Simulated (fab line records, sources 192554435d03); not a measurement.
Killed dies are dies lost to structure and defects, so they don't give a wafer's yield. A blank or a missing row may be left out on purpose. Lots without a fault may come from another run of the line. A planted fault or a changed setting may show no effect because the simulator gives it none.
Split-lot experiment | flow n5_finfet | 7 lots, 21 wafers read, on a route of 1938 steps

THE SPLIT
At N5_BEOL_M5_COAT_05 (resist thk 30 nm), the setting spin_rpm was moved away from the recipe's 1500 rpm on 6 of the 21 wafers read, by -10.4% to +8.5%. The other wafers ran this setting at the recipe's value.

FROM THE SPLIT TO THE READING: what the file shows between them, 2 steps
- N5_BEOL_M5_EBR_07
- N5_BEOL_M5_SOFTBAKE_06: time 60 s

THE READING
CAR-EUV_of_BEOL_M5_COAT_05.thk_nm (the simulator's own value, which no gauge read), in nm, at N5_BEOL_M5_DESCUM_16 (chemistry O2, time 7 s). The file gives no usual value for it. The 15 wafers here that ran the recipe average 26.1 nm, standard deviation 0.098 nm.

wafer  | tool, chamber at the split | spin_rpm as run, rpm | against the recipe | CAR-EUV_of_BEOL_M5_COAT_05.thk_nm, nm | against lot-mates on the recipe
L076.1 | litho_track-03, 0          | 1362                 | -9.2%              | 27.8                                  | +1.6
L076.3 | litho_track-03, 0          | 1362                 | -9.2%              | 27.6                                  | +1.4
L076.6 | litho_track-03, 0          | 1500                 | recipe             | 26.2                                  | -
L075.1 | litho_track-05, 0          | 1500                 | recipe             | 26                                    | -
L075.2 | litho_track-05, 0          | 1500                 | recipe             | 26                                    | -
L075.3 | litho_track-05, 0          | 1500                 | recipe             | 26                                    | -
L080.1 | litho_track-05, 0          | 1500                 | recipe             | 26.2                                  | -
L080.2 | litho_track-05, 0          | 1500                 | recipe             | 26                                    | -
L080.4 | litho_track-05, 0          | 1344                 | -10.4%             | 28                                    | +1.9
L082.1 | litho_track-01, 0          | 1500                 | recipe             | 26.2                                  | -
L082.3 | litho_track-01, 0          | 1500                 | recipe             | 26.2                                  | -
L082.5 | litho_track-01, 0          | 1363                 | -9.1%              | 27.6                                  | +1.4
L088.3 | litho_track-03, 0          | 1627                 | +8.5%              | 25                                    | -1.0
L088.4 | litho_track-03, 0          | 1627                 | +8.5%              | 25                                    | -1.0
L088.6 | litho_track-03, 0          | 1500                 | recipe             | 26                                    | -
L094.2 | litho_track-01, 0          | 1500                 | recipe             | 26.2                                  | -
L094.6 | litho_track-01, 0          | 1500                 | recipe             | 26.2                                  | -
L094.4 | litho_track-01, 0          | 1500                 | recipe             | 26                                    | -
L096.2 | litho_track-01, 0          | 1500                 | recipe             | 26.2                                  | -
L096.4 | litho_track-01, 0          | 1500                 | recipe             | 26.2                                  | -
L096.6 | litho_track-01, 0          | 1500                 | recipe             | 26.2                                  | -

THE FIT
A straight line over all 21 wafers: CAR-EUV_of_BEOL_M5_COAT_05.thk_nm changes by -0.159 nm for each +1% of spin_rpm; r = -0.99; the points scatter about the line by 0.13 nm.
The same after taking each lot's own level away (the mean of its wafers on the recipe; 21 wafers): -0.151 nm for each +1%; r = -0.99; scatter 0.12 nm.
On that fit, the largest move of spin_rpm shifts the reading by 1.6 nm.
The lots' own levels span 26.00 to 26.20 nm, that is 2.0 times the standard deviation above.
So the lot-to-lot level changes the slope little: the two slopes agree.
Check: with one of the wafers moved furthest among these (-10.4%) left out of the fit, the line predicts +1.54 nm for it against its lot-mates. It came out at +1.9 nm against them.

OTHER SPLITS ON THESE WAFERS
These wafers also went through other splits before the reading. Each is held against what the fit with the lots' levels taken away leaves over:
other split on the same wafers | wafers away from the commonest value | r with CAR-EUV_of_BEOL_M5_COAT_05.thk_nm (lot level and that fit taken away)
N5_BEOL_M4_DESCUM_16 time_s    | 10                                   | +0.11

THE WHOLE CHAIN: every reading that the file lists as answering this split, in the file's order
step                 | what it does           | reading                                                                            | change (the file's fit)               | r (the file's)
N5_BEOL_M5_COAT_05   | resist thk 30 nm       | CAR-EUV_of_BEOL_M5_COAT_05.thk_nm (the simulator's own value, which no gauge read) | -0.154 nm for each +1% of the setting | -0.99
N5_BEOL_M5_DESCUM_16 | chemistry O2, time 7 s | CAR-EUV_of_BEOL_M5_COAT_05.thk_nm (the simulator's own value, which no gauge read) | -0.158 nm for each +1% of the setting | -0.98

THE FILE'S OWN FIT
CAR-EUV_of_BEOL_M5_COAT_05.thk_nm changes by -0.158 nm for each +1% of spin_rpm, r = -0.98.
